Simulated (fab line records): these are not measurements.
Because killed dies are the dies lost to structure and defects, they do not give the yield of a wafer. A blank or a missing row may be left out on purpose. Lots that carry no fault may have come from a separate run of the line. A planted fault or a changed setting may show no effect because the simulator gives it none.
What tool caused it? :: flow nand-harc :: 39 wafers from 13 lots sampled at 5 of the route's 1302 steps

== WHAT THE GAUGES READ, wafer by wafer ==
NHARC_A_BONDPAD_INSPECT_23.
lot: L423
measured: day 23 01:27
on: defect-inspect-01
raw-defect-count: 536 519 846

lot: L425
measured: day 23 15:32
on: defect-inspect-01
raw-defect-count: 575 623 497

lot: L424
measured: day 23 17:09
on: defect-inspect-01
raw-defect-count: 537 520 560

lot: L426
measured: day 24 11:23
on: defect-inspect-01
raw-defect-count: 499 516 514

lot: L427
measured: day 25 04:14
on: defect-inspect-02
raw-defect-count: 439 500 643

lot: L434
measured: day 28 09:01
on: defect-inspect-01
raw-defect-count: 561 565 530

lot: L435
measured: day 28 20:10
on: defect-inspect-01
raw-defect-count: 478 574

lot: L439
measured: day 29 21:26
on: defect-inspect-01
raw-defect-count: 513 671 753

lot: L441
measured: day 30 13:14
on: defect-inspect-02
raw-defect-count: 555 551 461

lot: L442
measured: day 31 09:40
on: defect-inspect-02
raw-defect-count: 527 413 385

lot: L443
measured: day 31 10:59
on: defect-inspect-02
raw-defect-count: 583 500 649

lot: L445
measured: day 31 22:23
on: defect-inspect-01
raw-defect-count: 653 692 763

lot: L446
measured: day 34 01:37
on: defect-inspect-02
raw-defect-count: 548 408 510

NHARC_HYBRID_BOND_INSPECT_06: inspects for defects (ir void).
lot: L423
measured: day 23 13:55
on: defect-inspect-02
raw-defect-count: 63 46 52

lot: L425
measured: day 24 01:04
on: defect-inspect-02
raw-defect-count: 122 105 107

lot: L424
measured: day 24 01:04
on: defect-inspect-01
raw-defect-count: 63 58 66

lot: L426
measured: day 25 00:17
on: defect-inspect-02
raw-defect-count: 73 64 60

lot: L427
measured: day 25 14:05
on: defect-inspect-01
raw-defect-count: 97 109 95

lot: L434
measured: day 28 18:31
on: defect-inspect-01
raw-defect-count: 147 125 136

lot: L435
measured: day 29 06:01
on: defect-inspect-01
raw-defect-count: 87 74

lot: L439
measured: day 30 07:39
on: defect-inspect-01
raw-defect-count: 112 116 114

lot: L441
measured: day 30 23:02
on: defect-inspect-02
raw-defect-count: 130 139 115

lot: L442
measured: day 31 19:28
on: defect-inspect-01
raw-defect-count: 52 33 30

lot: L443
measured: day 31 19:28
on: defect-inspect-02
raw-defect-count: 148 137 143

lot: L445
measured: day 32 09:04
on: defect-inspect-01
raw-defect-count: 112 102 94

lot: L446
measured: day 34 10:06
on: defect-inspect-02
raw-defect-count: 92 71 78

NHARC_THIN_TSV_CD_MEAS_16.
lot: L423
measured: day 23 17:35
on: cd-sem-02
cd-nm (nm): 997.2 1001.0 999.5

lot: L425
measured: day 24 04:43
on: cd-sem-03
cd-nm (nm): 996.1 998.9 1002.2

lot: L424
measured: day 24 05:55
on: cd-sem-01
cd-nm (nm): 998.2 1002.5 1000.2

lot: L426
measured: day 25 03:50
on: cd-sem-02
cd-nm (nm): 1002.1 997.8 995.0

lot: L427
measured: day 25 18:49
on: cd-sem-01
cd-nm (nm): 1002.4 997.3 999.5

lot: L434
measured: day 28 22:10
on: cd-sem-03
cd-nm (nm): 1004.2 999.6 1001.2

lot: L435
measured: day 29 20:31
on: cd-sem-02
cd-nm (nm): 1001.0 1002.5

lot: L439
measured: day 30 11:10
on: cd-sem-01
cd-nm (nm): 1003.4 997.9 1001.9

lot: L441
measured: day 31 02:40
on: cd-sem-03
cd-nm (nm): 1000.2 998.0 1002.9

lot: L442
measured: day 32 04:52
on: cd-sem-01
cd-nm (nm): 998.3 1002.0 997.5

lot: L443
measured: day 32 03:31
on: cd-sem-02
cd-nm (nm): 1001.0 998.8 998.5

lot: L445
measured: day 32 12:43
on: cd-sem-01
cd-nm (nm): 998.8 1002.1 1000.0

lot: L446
measured: day 34 15:02
on: cd-sem-01
cd-nm (nm): 1001.4 1001.9 1001.9

NHARC_END_SORT_01.
lot: L435
measured: day 30 10:35
on: prober-02
killed-at-array: 61 44 674
killed-at-other: 0 1 0
killed-at-periphery: 6 4 3
killed-dies: 67 49 677
killed-open: 3 4 7
killed-short: 6 2 3

== TOOL THAT RAN EACH LOT (tool first, then ch and the chambers of the sampled wafers, then the start) ==
lot: L423
NHARC_A_STAIRCASE_DEP_151: pecvd-04 ch 0,1, day 17 14:30

lot: L425
NHARC_A_STAIRCASE_DEP_151: pecvd-01 ch 0,2, day 18 12:53

lot: L424
NHARC_A_STAIRCASE_DEP_151: pecvd-04 ch 0,2, day 18 13:07

lot: L426
NHARC_A_STAIRCASE_DEP_151: pecvd-01 ch 0,1, day 18 23:51

lot: L427
NHARC_A_STAIRCASE_DEP_151: pecvd-04 ch 0,1,2, day 19 15:28

lot: L434
NHARC_A_STAIRCASE_DEP_151: pecvd-02 ch 0,1,2, day 22 11:56

lot: L435
NHARC_A_STAIRCASE_DEP_151: pecvd-04 ch 0,1,2, day 22 18:37

lot: L439
NHARC_A_STAIRCASE_DEP_151: pecvd-01 ch 0,1, day 24 13:04

lot: L441
NHARC_A_STAIRCASE_DEP_151: pecvd-02 ch 0,1,2, day 25 01:02

lot: L442
NHARC_A_STAIRCASE_DEP_151: pecvd-04 ch 0,1, day 25 17:35

lot: L443
NHARC_A_STAIRCASE_DEP_151: pecvd-04 ch 0,1,2, day 25 21:38

lot: L445
NHARC_A_STAIRCASE_DEP_151: pecvd-02 ch 1,2, day 26 13:14

lot: L446
NHARC_A_STAIRCASE_DEP_151: pecvd-04 ch 0,2, day 28 05:34
- NHARC_A_STAIRCASE_DEP_151: deposits SiO2, target thk 7200 nm.

== AS READ BY THE TOOLS THEMSELVES (means over the sampled wafers that have a number; for cases with no such wafer, the mark the record gives instead) ==
NHARC_A_STAIRCASE_DEP_151.
lot: L423
tool: pecvd-04
heater-power-w (W): 683
rf-fwd-power-W (W): 498.2

lot: L425
tool: pecvd-01
heater-power-w (W): 659
rf-fwd-power-W (W): 498.9

lot: L424
tool: pecvd-04
heater-power-w (W): 699
rf-fwd-power-W (W): 500.1

lot: L426
tool: pecvd-01
heater-power-w (W): 758
rf-fwd-power-W (W): 498.9

lot: L427
tool: pecvd-04
heater-power-w (W): 740
rf-fwd-power-W (W): 499.8

lot: L434
tool: pecvd-02
heater-power-w (W): 669
rf-fwd-power-W (W): 498.1

lot: L435
tool: pecvd-04
heater-power-w (W): 755
rf-fwd-power-W (W): 499.4

lot: L439
tool: pecvd-01
heater-power-w (W): 711
rf-fwd-power-W (W): 500.2

lot: L441
tool: pecvd-02
heater-power-w (W): 754
rf-fwd-power-W (W): 498.4

lot: L442
tool: pecvd-04
heater-power-w (W): 713
rf-fwd-power-W (W): 499.5

lot: L443
tool: pecvd-04
heater-power-w (W): 768
rf-fwd-power-W (W): 500.6

lot: L445
tool: pecvd-02
heater-power-w (W): 646
rf-fwd-power-W (W): 499.9

lot: L446
tool: pecvd-04
heater-power-w (W): 723
rf-fwd-power-W (W): 501.4

== THE ANSWER, worked out from the rows above alone ==
Rule: usual is defined by the lots themselves. The widest of any qualifying gaps counts: lots, ordered by their means at a reading, are off when they make up no more than a third of the lots, leave a main group of 4 or more, and stand apart from it by 3 or more times the standard deviation of that group's means. Not used: any main group whose means are identical at the precision the tables above print for the reading. Also off: a lot with no number at a reading for which 4 or more lots have one. The other lots that the step has rows for count as sound. First the gauges in route order, then the tools' own readings, where a lot's mean is used as printed above. The first step at which some lot is off is used, and at that step the reading that is off furthest; a lot without a number counts as furthest.
No lot is off on any of the readings shown, so nothing can be concluded from this.

== WHAT THE SIMULATOR PUT IN ==
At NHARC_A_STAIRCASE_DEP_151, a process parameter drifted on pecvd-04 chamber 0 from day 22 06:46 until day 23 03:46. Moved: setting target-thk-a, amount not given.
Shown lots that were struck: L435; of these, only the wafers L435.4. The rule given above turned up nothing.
